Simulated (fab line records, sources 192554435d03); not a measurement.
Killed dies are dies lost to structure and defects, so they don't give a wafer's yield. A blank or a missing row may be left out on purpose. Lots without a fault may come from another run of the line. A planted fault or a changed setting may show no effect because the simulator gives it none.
Chamber matching | flow n5_finfet | N5_MOL_CONTACT_COAG_ALD_133 on ald_sin-02: 4 sister chambers
The step deposits SiO2, target thk 5 nm, pulse time 1 s, co reactant pulse time 1 s. 24 wafers are shown with their chamber, then 12 later ones without.

WAFERS WITH THEIR CHAMBER
wafer  | chamber | heater_power_w (W) | precursor_pulse_height_rel
L076.1 | 2       | 73                 | 0.991
L076.2 | 3       | 72                 | 0.986
L076.5 | 3       | 73                 | 1.040
L077.2 | 3       | 74                 | 1.034
L077.4 | 3       | 76                 | 0.990
L077.5 | 0       | 82                 | 1.009
L080.1 | 0       | 79                 | 0.983
L080.2 | 1       | 83                 | 1.007
L080.6 | 3       | 74                 | 1.044
L081.2 | 1       | 83                 | 1.011
L081.3 | 3       | 73                 | 1.013
L081.4 | 2       | 74                 | 0.993
L082.1 | 3       | 75                 | 1.022
L082.2 | 0       | 77                 | 0.952
L082.4 | 1       | 83                 | 1.005
L085.3 | 3       | 76                 | 1.011
L085.5 | 3       | 77                 | 1.012
L085.6 | 0       | 81                 | 1.000
L087.1 | 0       | 80                 | 0.981
L087.5 | 3       | 75                 | 1.015
L087.6 | 0       | 78                 | 0.999
L089.2 | 3       | 75                 | 1.013
L089.4 | 0       | 78                 | 0.948
L089.5 | 2       | 74                 | 1.000

SIGNATURES (means of the wafers above)
reading                    | chamber 0 | chamber 1 | chamber 2 | chamber 3 | scatter within a chamber
heater_power_w             | 79.29     | 83.00     | 73.67     | 74.55     | 1.46
precursor_pulse_height_rel | 0.98171   | 1.00767   | 0.99467   | 1.01636   | 0.0185
Rule: a wafer's distance from a chamber is the root of the sum, over the readings, of the square of ((its reading less the chamber's mean) divided by the reading's scatter). The wafer belongs to the nearest chamber; if the next one is less than 2 further off, it can't be placed. The scatter: the root of (the sum of the squares of (reading less its chamber's mean) over the shown wafers, divided by (wafers less chambers)).

WAFERS WITHOUT THEIR CHAMBER
wafer  | heater_power_w (W) | precursor_pulse_height_rel
L090.1 | 76                 | 1.003
L090.4 | 78                 | 0.983
L090.6 | 73                 | 0.999
L091.1 | 74                 | 1.002
L091.2 | 80                 | 1.002
L091.4 | 83                 | 0.973
L095.1 | 74                 | 1.004
L095.3 | 81                 | 1.005
L095.6 | 76                 | 1.009
L097.1 | 75                 | 1.002
L097.4 | 81                 | 0.980
L097.6 | 73                 | 1.014

WHICH CHAMBER EACH WENT THROUGH
wafer  | from the rows above          | in truth
L090.1 | can't be placed: 3 or 2 or 0 | 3
L090.4 | 0                            | 0
L090.6 | can't be placed: 2 or 3      | 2
L091.1 | can't be placed: 2 or 3      | 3
L091.2 | can't be placed: 0 or 1      | 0
L091.4 | can't be placed: 1 or 0      | 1
L095.1 | can't be placed: 2 or 3      | 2
L095.3 | can't be placed: 1 or 0      | 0
L095.6 | can't be placed: 3 or 2 or 0 | 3
L097.1 | can't be placed: 3 or 2      | 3
L097.4 | can't be placed: 0 or 1      | 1
L097.6 | can't be placed: 3 or 2      | 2
Placed correctly: 1 of 12. Can't be placed from these rows: 11 (the true chamber is among the candidates in 11). Placed wrongly: 0.
